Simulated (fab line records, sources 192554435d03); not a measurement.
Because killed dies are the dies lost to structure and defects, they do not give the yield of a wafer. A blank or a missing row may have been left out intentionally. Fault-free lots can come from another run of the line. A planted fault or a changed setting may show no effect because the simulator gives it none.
8D (eight disciplines) problem report, filled in by code || flow n5Finfet || the parts of the form that need people (team, actions taken, sign-off) are left out

## 1. THE PROBLEM
Mean of killed_at_M4_up at N5_PASSIVATION_PROBE_49: 261 across 5 wafers in 3 lots; on wafers with no fault it is 14 (standard deviation 5.2). That puts it +48 standard deviations away from the usual mean.
First seen on wafer L124.3, day 15 23:13, on prober-01. Wafers with a number at this step in the record: 9, from 3 lots. Rule for "out", or "out of limits": more than 4 standard deviations from the usual mean. The other wafers with a number count as sound.

## 2. WHAT IT IS, WHAT IT ISN'T
{"question": "which readings at this step", "is": "killed_at_M4_up, defectLimitedYield, killedDies, killedOnRim, sort_bin_5_function, sort_bin_6_memory, sortNPass, sortYieldPct", "is not": "killed_at_M0_to_M3, killedAtContacts, killedAtFrontEnd, killedAtOther, killedOpen, sort_bin_4_leakage"}
{"question": "which lots", "is": "L124, L127, L128", "is not": "-"}
{"question": "which wafers of those lots", "is": "L124.3, L124.5, L127.5, L128.1, L128.5", "is not": "L124.6, L127.2, L127.3, L128.2"}
{"question": "read on which tools", "is": "prober-01, prober-02", "is not": "-"}
{"question": "when", "is": "from day 15 23:13", "is not": "up to then (0 sound wafers); but 4 sound wafers of L124, L127, L128 came after"}

## 3. WHAT RULES OUT EACH SUSPECT
Counting: a tool at a process step up to the reading stays a suspect if it ran every lot that is out. Sound lots after the first of them don't rule it out here, since some wafers of a struck lot are sound.
- ecdCu-02 at N5_BEOL_M9_ECD_50 (material Cu, target thk 318 nm): kept. It ran every lot that is out, first L124 (day 13 12:35).
Left after counting: ecdCu-02 at N5_BEOL_M9_ECD_50.

## 4. THE CAUSE (what the simulator had put in)
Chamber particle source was ecdCu-02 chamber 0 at N5_BEOL_M9_ECD_50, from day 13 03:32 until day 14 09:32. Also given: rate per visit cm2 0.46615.
Only this tool survived the counting.

## 5. SEQUENCE OF EFFECTS, ordered by route
Each row: a reading whose mean over the struck wafers that have a number lies more than 3 standard deviations from the usual. Scope: only readings with a usual standard deviation given in the record; hours: median across lots of the time from each lot's start at the first step in this table that gives one to its start at this step; sigmas: change in usual standard deviations.
{"hours": 0, "step": "N5_PASSIVATION_PROBE_49", "reading": "defectLimitedYield", "usual": "91.4 %", "on struck wafers": 71.7, "change": -19.7, "sigmas": -14}
{"hours": 0, "step": "N5_PASSIVATION_PROBE_49", "reading": "killed_at_M4_up", "usual": 14, "on struck wafers": 261, "change": "+247", "sigmas": "+48"}
{"hours": 0, "step": "N5_PASSIVATION_PROBE_49", "reading": "killedDies", "usual": 102, "on struck wafers": 334, "change": "+232", "sigmas": "+14"}
{"hours": 0, "step": "N5_PASSIVATION_PROBE_49", "reading": "killedOnRim", "usual": 14, "on struck wafers": 43, "change": "+29", "sigmas": "+7.3"}
{"hours": 0, "step": "N5_PASSIVATION_PROBE_49", "reading": "sort_bin_5_function", "usual": "5.1 %", "on struck wafers": 16.7, "change": "+11.6", "sigmas": "+12"}
{"hours": 0, "step": "N5_PASSIVATION_PROBE_49", "reading": "sort_bin_6_memory", "usual": "3.2 %", "on struck wafers": 9.9, "change": "+6.7", "sigmas": "+10"}
{"hours": 0, "step": "N5_PASSIVATION_PROBE_49", "reading": "sortNPass", "usual": 1076, "on struck wafers": 846, "change": -230, "sigmas": -12}
{"hours": 0, "step": "N5_PASSIVATION_PROBE_49", "reading": "sortYieldPct", "usual": "91.2 %", "on struck wafers": 71.7, "change": -19.5, "sigmas": -12}
Process steps it contains:
- N5_PASSIVATION_PROBE_49

## 6. WHAT WOULD HAVE CAUGHT IT SOONER
First out-of-limits reading in this record: day 15 23:13, which is 68 hours after fault onset at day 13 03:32.
The start of N5_BEOL_M9_ECD_50 on ecdCu-02 came by day 15 23:13 for every one of the lots that are out (3). Tool hold at that time: it would have spared none of them.
